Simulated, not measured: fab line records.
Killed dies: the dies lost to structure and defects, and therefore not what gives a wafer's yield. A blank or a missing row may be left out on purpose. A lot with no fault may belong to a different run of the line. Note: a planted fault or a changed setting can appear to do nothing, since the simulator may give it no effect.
fab line records    flow n5Finfet
record: lots: 4  wafers: 12  lastDay: 18
route steps=1938 shown FIN_SAQP@120 FIN_CUT@154 BEOL_M4@1111 PASSIVATION@1936
lots with no fault: from the same line, run without faults
startH: start of the lot's first displayed wafer, in hours after the record's first day    waitH: time in hours since the lot's previous step    " repeats the value in the row above    L1.1+2: a single row standing in for several wafers    - no value, or no start given    * or withheld: withheld    < > ~ a bound
route shown NAME@n: NAME is a module with steps in the file, n the number in the route of the first one    usual: mean/standard deviation taken from wafers without a fault    same: alike in all rows    chamber/n: place in a boat    sites: the reading at each site    _std_site: the values' standard deviation    _edge_site: mean of outer sites minus mean of inner sites    radiusMm: how far each site lies from the wafer's centre    mask NAME#n: copy n    behind: the last tool/chamber to shape the wafer    hold: the reason the lot was held/the length of the hold in hours/how it ended    device: which transistor (n, p or np) failed to switch    end of line: tests run on the same wafers once the route is complete    a step given without rows: its recipe and nothing more    killed: dies lost to structure and defects at the first sort, not the wafer's yield    map: shows each die of a wafer: x if killed, . if not, _ if none is there
set.NAME: the setting as run; set.NAME@STEP: as run at that earlier step    model.NAME: the simulator's own value behind a step, which no gauge read
certain route steps with their lots: each step a table, each wafer a row
services: a tool's chamber out of use, with start hour (startH, from the record's first day; less than 0 if before it), hours out, and reason
== steps ==
step: N5_FIN_SAQP_MANDREL_ETCH_22
recipe: targetDepthA: 600  chemistry: HBr/Cl2  target: a-Si  stopOn: SiNx  btTimeS: 10  overEtchFrac: 0.5  timeS: 30  pressureMtorr: 10  icpW: 800  biasW: 75  HBr_flow_sccm: 150  Cl2_flow_sccm: 80  ends: endPoint
step: N5_FIN_SAQP_STRIP_55
recipe: chemistry: N2/H2  powerW: 500  tempC: 40  pressureMtorr: 50  rfFrequencyHz: 6e+07  overashFraction: 0.3  biasPowerW: 28  h2Frac: 0.5  n2FlowSccm: 300  h2FlowSccm: 300
step: N5_FIN_SAQP_STRIP_23
recipe: chemistry: SPM  timeS: 750  tempC: 130  h2so4H2o2VolRatio: 4
step: N5_FIN_SAQP_SRD_66
recipe: dry: ipaMarangoni  timeS: 30  tempC: 23  rinseLiquid: diw
step: N5_FIN_SAQP_RECESS_75
recipe: chemistry: HF/NH3  target: SiO2  targetDepthA: 144  afsCycles: 3  tempC: 30  sublimationTempC: 180  sublimationTimeS: 60
step: N5_FIN_SAQP_SPACER1_ALD_24
recipe: material: SiO2  targetThkA: 203  tempC: 300  aldPrecursorFamily: BDEAS  aldCoReactant: O2-plasma  pulseTimeS: 1  purgeTimeS: 2  coReactantPurgeTimeS: 2  aldCycles: 218  pressureTorr: 2
step: N5_FIN_SAQP_SPACER1_ETCHBACK_25
recipe: chemistry: CHF3/O2  mode: anisotropicEtchback  target: SiO2  targetDepthA: 244  timeS: 12.2  pressureMtorr: 30  sourceW: 650  biasW: 170  Ar_flow_sccm: 200  CHF3_flow_sccm: 50  O2_flow_sccm: 5  ionEnergyEv: 200
step: N5_FIN_SAQP_MANDREL1_REMOVE_56
recipe: chemistry: HBr/Cl2/O2  btTimeS: 10  target: a-Si  stopOn: SiNx  endpoint: OES-SiCl  overEtchFrac: 1  icpW: 600  biasW: 22  HBr_flow_sccm: 150  Cl2_flow_sccm: 80  O2_flow_sccm: 5  pressureMtorr: 10
step: N5_FIN_SAQP_ETCH_57
recipe: chemistry: CH3F/O2  target: SiNx  maskMaterial: SiO2  targetDepthA: 325  timeS: 46.4  pressureMtorr: 30  sourceW: 395  biasW: 73  Ar_flow_sccm: 150  CH3F_flow_sccm: 30  O2_flow_sccm: 20  ionEnergyEv: 120  ends: cleared
step: N5_FIN_SAQP_ETCH_65
recipe: chemistry: CF4  target: SiO2  targetDepthA: 40  ionEnergyEv: 350  timeS: 4.4  pressureMtorr: 10  icpW: 800  biasW: 400  cf4FlowSccm: 80
step: N5_FIN_SAQP_MANDREL_ETCH_58
recipe: chemistry: HBr/Cl2  target: a-Si  targetDepthA: 450  btTimeS: 10  stopOn: SiNx  maskMaterial: SiO2  overEtchFrac: 0.8  timeS: 27  pressureMtorr: 10  icpW: 800  biasW: 75  HBr_flow_sccm: 150  Cl2_flow_sccm: 80  ends: endPoint
step: N5_FIN_SAQP_RECESS_63
recipe: chemistry: HF/NH3  target: SiO2  targetDepthA: 180  afsCycles: 3  tempC: 30  sublimationTempC: 180  sublimationTimeS: 60
usual: drypumpMotorCurrentA: 6.13/0.19
lot.wafer  tool          chamber  startH  waitH  drypumpMotorCurrentA
L513.1     vaporEtch-01  1        54.94   0.1    5.79
L513.5     "             1        "       "      5.80
L513.6     "             0        "       "      6.08
L528.1     vaporEtch-01  0        145.25  0.1    6.11
L528.3     "             1        "       "      5.81
L528.6     "             1        "       "      5.79
L529.2     vaporEtch-01  0        151.82  0.1    6.08
L529.4     "             1        "       "      5.84
L529.5     "             0        "       "      6.09
L531.1     vaporEtch-02  1        163.93  0.1    6.23
L531.3     "             1        "       "      6.29
L531.5     "             1        "       "      6.25
step: N5_FIN_SAQP_COAT_68
recipe: resist: SOC  tempC: 250  timeS: 60  spinRpm: 1500  resistThkNm: 100
step: N5_FIN_SAQP_ETCH_69
recipe: chemistry: N2/H2  target: SOC  targetDepthA: 1500  stopOn: SiNx  ionEnergyEv: 100  biasW: 61  pressureMtorr: 30  sourceW: 850  n2FlowSccm: 200  h2FlowSccm: 200
step: N5_FIN_SAQP_ETCH_67
recipe: chemistry: CH3F/O2  target: SiNx  targetDepthA: 300  maskMaterial: SOC  pressureMtorr: 30  sourceW: 395  biasW: 73  Ar_flow_sccm: 150  CH3F_flow_sccm: 30  O2_flow_sccm: 20  ionEnergyEv: 120
step: N5_FIN_SAQP_STRIP_70
recipe: chemistry: N2/H2  powerW: 500  tempC: 40  pressureMtorr: 50  rfFrequencyHz: 6e+07  overashFraction: 0.3  biasPowerW: 28  h2Frac: 0.5  n2FlowSccm: 300  h2FlowSccm: 300
step: N5_FIN_SAQP_RECESS_71
recipe: chemistry: HF/NH3  target: SiO2  targetDepthA: 30  afsCycles: 1  tempC: 30  sublimationTempC: 180  sublimationTimeS: 60
step: N5_FIN_SAQP_SPACER2_ALD_28
recipe: material: SiO2  targetThkA: 81  tempC: 300  aldPrecursorFamily: BDEAS  aldCoReactant: O2-plasma  pulseTimeS: 1  purgeTimeS: 2  coReactantPurgeTimeS: 2  pressureTorr: 2
step: N5_FIN_SAQP_SPACER2_ETCHBACK_29
recipe: chemistry: CHF3/O2  mode: anisotropicEtchback  target: SiO2  targetDepthA: 122  timeS: 6.1  pressureMtorr: 30  sourceW: 650  biasW: 170  Ar_flow_sccm: 200  CHF3_flow_sccm: 50  O2_flow_sccm: 5  ionEnergyEv: 200
step: N5_FIN_SAQP_MANDREL2_REMOVE_60
recipe: chemistry: HBr/Cl2/O2  btTimeS: 10  target: a-Si  stopOn: SiNx  endpoint: OES-SiCl  overEtchFrac: 1  icpW: 600  biasW: 22  HBr_flow_sccm: 150  Cl2_flow_sccm: 80  O2_flow_sccm: 5  pressureMtorr: 10
step: N5_FIN_SAQP_HM_OPEN_33
recipe: chemistry: CH3F/O2  target: SiNx  maskMaterial: SiO2  targetDepthA: 494  timeS: 70.6  pressureMtorr: 30  sourceW: 395  biasW: 73  Ar_flow_sccm: 150  CH3F_flow_sccm: 30  O2_flow_sccm: 20  ionEnergyEv: 120  ends: cleared
step: N5_FIN_SAQP_ETCH_34
recipe: chemistry: C4F6/O2  target: SiO2  targetDepthA: 450  timeS: 15  ionEnergyEv: 250  pressureMtorr: 30  sourceW: 345  biasW: 185  Ar_flow_sccm: 300  C4F6_flow_sccm: 10  O2_flow_sccm: 10  ends: cleared
step: N5_FIN_SAQP_STRIP_77
recipe: chemistry: N2/H2  timeS: 90  powerW: 100  tempC: 40  pressureMtorr: 100  rfFrequencyHz: 6e+07  biasPowerW: 3  n2FlowSccm: 300  h2FlowSccm: 300
step: N5_FIN_SAQP_ETCH_64
recipe: chemistry: CF4  target: SiO2  targetDepthA: 15  ionEnergyEv: 350  pressureMtorr: 10  icpW: 800  biasW: 400  cf4FlowSccm: 80
step: N5_FIN_SAQP_FIN_ETCH_36
recipe: chemistry: HBr/Cl2/O2  targetDepthA: 1200  maskMaterial: SiNx  timeS: 50.4  biasW: 102  pressureMtorr: 10  icpW: 800  HBr_flow_sccm: 150  Cl2_flow_sccm: 80  O2_flow_sccm: 12
step: N5_FIN_SAQP_PRECLEAN_38
recipe: chemistry: O3/DIW  timeS: 45  tempC: 22  o3Ppm: 10
step: N5_FIN_SAQP_PRECLEAN_45
recipe: chemistry: dHF  timeS: 10  dilution: 500:1  tempC: 25
step: N5_FIN_SAQP_SRD_39
recipe: dry: ipaMarangoni  timeS: 30  tempC: 23  rinseLiquid: diw
step: N5_FIN_SAQP_INSPECT_40
recipe: inspectInstrument: brightfield  mode: aei
usual: rawDefectCount: 217/68
lot.wafer  tool              chamber  startH  waitH  rawDefectCount
L513.1     defectInspect-01  -        58.09   0.0    151
L513.5     "                 -        "       "      161
L513.6     "                 -        "       "      237
L528.1     defectInspect-01  -        147.20  0.0    271
L528.3     "                 -        "       "      599
L528.6     "                 -        "       "      565
L529.2     defectInspect-02  -        153.87  0.0    193
L529.4     "                 -        "       "      455
L529.5     "                 -        "       "      232
L531.1     defectInspect-02  -        165.85  0.0    197
L531.3     "                 -        "       "      207
L531.5     "                 -        "       "      194
step: N5_FIN_CUT_COAT_18
recipe: resist: SOC  tempC: 250  timeS: 60  spinRpm: 1500  resistThkNm: 230
step: N5_FIN_CUT_COAT_19
recipe: resist: SiARC  tempC: 220  timeS: 60  spinRpm: 1500  resistThkNm: 20
step: N5_FIN_CUT_COAT_29
recipe: resist: underlayer  tempC: 205  timeS: 60  spinRpm: 1500  resistThkNm: 10
step: N5_FIN_CUT_COAT_02
recipe: resist: CAR-EUV  spinRpm: 1500  resistThkNm: 30
step: N5_FIN_CUT_EBR_04
recipe: solvent: PGMEA  ebrWidthMm: 1.5
step: N5_FIN_CUT_SOFTBAKE_03
recipe: tempC: 110  timeS: 60  resist: CAR-EUV
step: N5_FIN_CUT_EXPOSE_05
recipe: maskId: FIN_CUT  na: 0.33  sourceShape: annular  sigmaInner: 0.35  sigmaOuter: 0.8  polarization: unpolarized  doseMj: 45.75
step: N5_FIN_CUT_PEB_06
recipe: pebTempC: 100  pebTimeS: 60  resist: CAR-EUV
step: N5_FIN_CUT_INSPECT_10
recipe: mode: adi  inspectInstrument: brightfield
usual: rawDefectCount: 38/12
lot.wafer  tool              chamber  startH  waitH  rawDefectCount
L513.1     defectInspect-01  -        58.61   0.1    34
L513.5     "                 -        "       "      36
L513.6     "                 -        "       "      57
L528.1     defectInspect-01  -        147.72  0.1    44
L528.3     "                 -        "       "      344
L528.6     "                 -        "       "      342
L529.2     defectInspect-01  -        154.41  0.1    35
L529.4     "                 -        "       "      302
L529.5     "                 -        "       "      31
L531.1     defectInspect-02  -        166.37  0.1    37
L531.3     "                 -        "       "      32
L531.5     "                 -        "       "      46
step: N5_FIN_CUT_INSPECT_17
recipe: inspectInstrument: brightfield  mode: aei
usual: rawDefectCount: 215/66
lot.wafer  tool              chamber  startH  waitH  rawDefectCount
L513.1     defectInspect-02  -        59.62   0.0    165
L513.5     "                 -        "       "      171
L513.6     "                 -        "       "      283
L528.1     defectInspect-02  -        148.72  0.0    326
L528.3     "                 -        "       "      645
L528.6     "                 -        "       "      612
L529.2     defectInspect-01  -        155.56  0.0    167
L529.4     "                 -        "       "      413
L529.5     "                 -        "       "      214
L531.1     defectInspect-01  -        167.32  0.0    176
L531.3     "                 -        "       "      203
L531.5     "                 -        "       "      178
step: N5_BEOL_M4_RC_MEAS_101
usual: DIBL_N: 36.3/1.7  DIBL_P: 36.0/1.9  IOFF_N: 0.156/0.028  IOFF_P: 0.21/0.036  ION_N: 675/11  ION_P: 463/7.8  SS_N: 71.6/0.59  SS_P: 73.2/0.63  VT_N: 250/3.1  VT_P: -251/3.4
lot.wafer  tool       chamber  startH  waitH  DIBL_N[mV/V]  DIBL_P[mV/V]  IOFF_N[nA/um]  IOFF_P[nA/um]  ION_N[uA/um]  ION_P[uA/um]  SS_N[mV/dec]  SS_P[mV/dec]  VT_N[mV]  VT_P[mV]
L513.1     prober-02  0        193.76  0.0    36.7          36.4          0.168          0.23           689           466           72.1          73.2          247       -246
L513.5     "          0        "       "      35.6          35.1          0.152          0.21           665           458           72.5          72.3          252       -248
L513.6     "          0        "       "      33.8          33.5          0.119          0.19           667           469           70.8          72.7          253       -249
L528.1     prober-02  0        298.84  0.0    37.3          36.0          0.163          0.22           689           471           72.2          73.0          245       -244
L528.3     "          0        "       "      38.2          36.4          0.174          0.22           690           472           72.4          73.1          249       -248
L528.6     "          0        "       "      36.4          34.6          0.144          0.20           679           469           72.0          73.1          249       -250
L529.2     prober-01  0        298.89  0.2    35.6          33.2          0.121          0.18           673           459           71.5          72.8          254       -252
L529.4     "          0        "       "      36.3          36.1          0.139          0.22           681           472           71.4          72.8          254       -248
L529.5     "          0        "       "      38.0          37.4          0.165          0.24           673           470           71.2          73.8          251       -249
L531.1     prober-01  0        320.07  0.0    39.5          37.7          0.194          0.27           682           475           71.8          74.2          247       -243
L531.3     "          0        "       "      38.9          37.6          0.184          0.26           681           471           71.8          73.9          247       -244
L531.5     "          0        "       "      37.0          35.2          0.149          0.22           663           461           71.9          72.4          250       -247
step: N5_PASSIVATION_PROBE_49
usual: defectLimitedYield: 91.5/1.5  killed_at_M0_to_M3: 30/11  killed_at_M4_up: 13/4.9  killedAtContacts: 14/6.5  killedAtFrontEnd: 40/11  killedAtOther: 3.3/2.7  killedDies: 100/18  killedOpen: 67/14  killedShort: 32/7.8  sort_bin_5_function: 5.0/0.97  sort_bin_6_memory: 3.2/0.75  sortNPass: 1080/18  sortYieldPct: 91.5/1.5
same: grossDies: 1180  killedAtBackSide: 0  sort_bin_4_leakage[%]: 0  sort_bin_8_speed[%]: 0
lot.wafer  tool       chamber  startH  waitH  defectLimitedYield[%]  killed_at_M0_to_M3  killed_at_M4_up  killedAtContacts  killedAtFrontEnd  killedAtOther  killedDies  killedOpen  killedShort  sort_bin_5_function[%]  sort_bin_6_memory[%]  sortNPass  sortYieldPct[%]
L529.4     prober-01  -        399.12  0.2    86.1                   24                  7                8                 125               0              164         42          26           8.9                     3.7                   1016       86.1
L528.1     prober-02  -        399.58  0.0    89.7                   16                  21               7                 72                5              121         71          49           6.6                     2.8                   1059       89.7
L528.3     prober-02  -        399.68  0.1    81.8                   39                  16               8                 151               1              215         77          43           11.5                    4.4                   965        81.8
L528.6     prober-02  -        399.83  0.3    85.3                   18                  10               7                 137               1              173         50          16           10.2                    2.6                   1007       85.3
killed by level:class
L529.4 FIN_SAQP:unspecified=96 BEOL_M3:geometricParticle:open=14 FIN_SAQP:geometricParticle:short=6 MOL_CONTACT_COAG:geometricParticle:open=6 BEOL_M1:geometricParticle:open=4 BEOL_M4:geometricParticle:open=4 GATE_CUT:geometricParticle:short=4 STARTING-WAFER:geometricParticle:short=4
L528.1 FIN_SAQP:geometricParticle:open=20 FIN_SAQP:geometricParticle:short=17 BEOL_M4:geometricParticle:open=11 MOL_CONTACT_COAG:geometricParticle:open=6 STI_FIN_REVEAL:geometricParticle:open=6 GATE_CUT:geometricParticle:short=6 BEOL_M4:geometricParticle:short=6 GATE_CUT:geometricParticle:open=5
L528.3 FIN_SAQP:unspecified=89 FIN_SAQP:geometricParticle:open=29 BEOL_M0_SAQP:geometricParticle:short=14 BEOL_M0_SAQP:geometricParticle:open=14 FIN_SAQP:geometricParticle:short=11 BEOL_M4:geometricParticle:open=9 MOL_CONTACT_COAG:geometricParticle:open=7 HKMG_FIN:areaEtch=6
L528.6 FIN_SAQP:unspecified=105 FIN_SAQP:geometricParticle:open=10 MOL_CONTACT_COAG:geometricParticle:open=7 STI_FIN_REVEAL:geometricParticle:open=6 BEOL_M0_SAQP:geometricParticle:open=4 DUMMY_GATE:geometricParticle:open=3 ILD0:geometricParticle:open=3 BEOL_M0_SAQP:geometricParticle:short=3
map L528.3 (x killed, . not)
_________________..........xx________________
______________.....x..........xx_____________
___________x.x.............xxx.x...__________
__________..x........x...........x.._________
________..................x..........._______
_______......x........x.......x........______
______..x.....x.................x...x..._____
_____..x..x........................x...x.____
____.x......x.....x....x..................___
___.....x.x..........................x.....__
___.................x..x..xx...........xx..__
__.........x.........x..........x.x.x.xxxxx._
__x..x.............x..............x.xxxxxxx._
_....................x..........xxxxxxxxxxxxx
_..............x....................xxxxxxxxx
_....x..x..x..x.......x.........xxxxxxxxxxxxx
_......x.........................xxxxxxxxxxx.
_...............x................xxxxxxxxxxxx
_................xx.xxx.x..x......xxxxxxxxx.x
_................................x.xxxx.x.xx.
_.x.x.............x..........x....xx.x..xxx..
__.........xx............................x.._
__............x...x..x..............x......._
___......x...x.......................xxxx..__
___........x....x..x....x............x.....__
____.x...........x......................x.___
_____x.x.x....xx..x.x.....x.x...x.x......____
______..x....................x....xx...._____
_______x.......................x.......______
________...........x......x..x...xx..x_______
__________................x........x_________
___________.x.x........x..x........__________
______________.......x.........._____________
_________________..x.....x...________________
map L529.4 (x killed, . not)
_________________.........x..________________
______________x................._____________
___________.........x.x..........x.__________
__________.........x...xx.......x..._________
________.........x...................._______
_______...........................x....______
______.................................._____
_____....................................____
____...x.....x.........................x..___
___............x....x.....x.......x....x.x.__
___....................................xx..__
__x...............................x..xx.xxx._
__........x......x..................xx.x.xxx_
_..........x......................xxxxxxxxxxx
_................................xxxxxxxxxxxx
_.....x...........x.x............xxxxxxxxxxx.
_...............................xxxxxxxxxxxxx
_.................x..x.......xx..xxxxxxxxxxx.
_.................................x.xxxxxx.xx
_..........x.........x.......x...xxx.xxxxx...
_.x...........x....x......x......x.xxx...xx.x
__..................................x.xx...._
__....x...x.....x...........xx.......x.x...._
___.......xx...x...........x.............x.__
___...x..............................xx....__
____...................................x..___
_____.........x..........................____
______..................x..............._____
_______.......x........................______
________.............................._______
__________x....x...x................_________
___________..x.............x..x....__________
______________.................._____________
_________________..x........x________________
== services ==
tool          chamber  startH  hours  kind
vaporEtch-01  -        48.76   4.2    repair
== key ==
firstSign: step: N5_FIN_SAQP_INSPECT_40  reading: rawDefectCount  direction: up  sigmas: 4.7  usual: 217  struck: 540
effect: step: N5_FIN_CUT_INSPECT_10  reading: rawDefectCount  direction: up  sigmas: 24  usual: 38  struck: 329
effect: step: N5_FIN_CUT_INSPECT_17  reading: rawDefectCount  direction: up  sigmas: 5.2  usual: 215  struck: 557
effect: step: N5_PASSIVATION_PROBE_49  reading: killedAtFrontEnd  direction: up  sigmas: 8.9  usual: 40  struck: 138
moreKillsBornAt: N5_FIN_SAQP_RECESS_63@vaporEtch-01: 290
metAt N5_FIN_SAQP_RECESS_63
struckWafers L528.3,L528.6,L529.4
onsetBetween 54.94 145.25
fault: kind: chamberParticleSource  tool: vaporEtch-01  chamber: 1  onsetH: 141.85  steps: N5_FIN_SAQP_RECESS_63  ratePerVisitCm2: 0.43988  endH: 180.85
